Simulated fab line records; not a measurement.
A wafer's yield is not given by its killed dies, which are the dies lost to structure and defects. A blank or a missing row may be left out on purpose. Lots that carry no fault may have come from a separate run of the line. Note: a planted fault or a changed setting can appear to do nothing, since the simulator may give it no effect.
Chamber matching ; flow nandHarc ; NHARC_A_BONDPAD_DESCUM_11 on rieDiel-03: 4 sister chambers
The step chemistry O2, time 3 s. 8 wafers are shown with their chamber, then 7 later ones without.

== WAFERS, EACH WITH ITS CHAMBER ==
wafer;chamber;drypumpMotorCurrentA (A);oesProductAu (a.u.)
L265.1;1;5.64;0.984
L267.4;3;5.56;0.998
L267.5;2;5.41;0.998
L271.2;0;5.90;1.001
L271.4;1;5.68;0.994
L271.6;2;5.40;0.992
L275.2;3;5.55;1.016
L275.4;0;5.91;0.997

== WAFERS WITH NO CHAMBER GIVEN ==
wafer;drypumpMotorCurrentA (A);oesProductAu (a.u.)
L275.6;5.66;0.994
L286.3;5.68;0.994
L286.4;5.56;1.003
L286.6;5.41;0.999
L285.2;5.52;0.995
L285.5;5.41;1.001
L285.6;5.52;0.993

== CHAMBER TAKEN BY EACH ==
wafer;from the rows above;in truth
L275.6;1;1
L286.3;1;1
L286.4;3;3
L286.6;2;2
L285.2;3;3
L285.5;2;2
L285.6;3;3
Correctly placed: 7 of 7. Number that these rows cannot place: 0. Placed wrongly: 0.
How it was worked out, from the rows above alone: a wafer's distance from a chamber is the root of the sum, over the readings, of the square of ((its reading less the chamber's mean) divided by the reading's scatter). The wafer belongs to the nearest chamber; if the next one is less than 2 further off, it can't be placed. Each chamber's mean is taken over the wafers shown for it. The scatter: take each reading less its chamber's mean, square it, sum over the shown wafers, divide by the number of wafers less the number of chambers, and take the root.
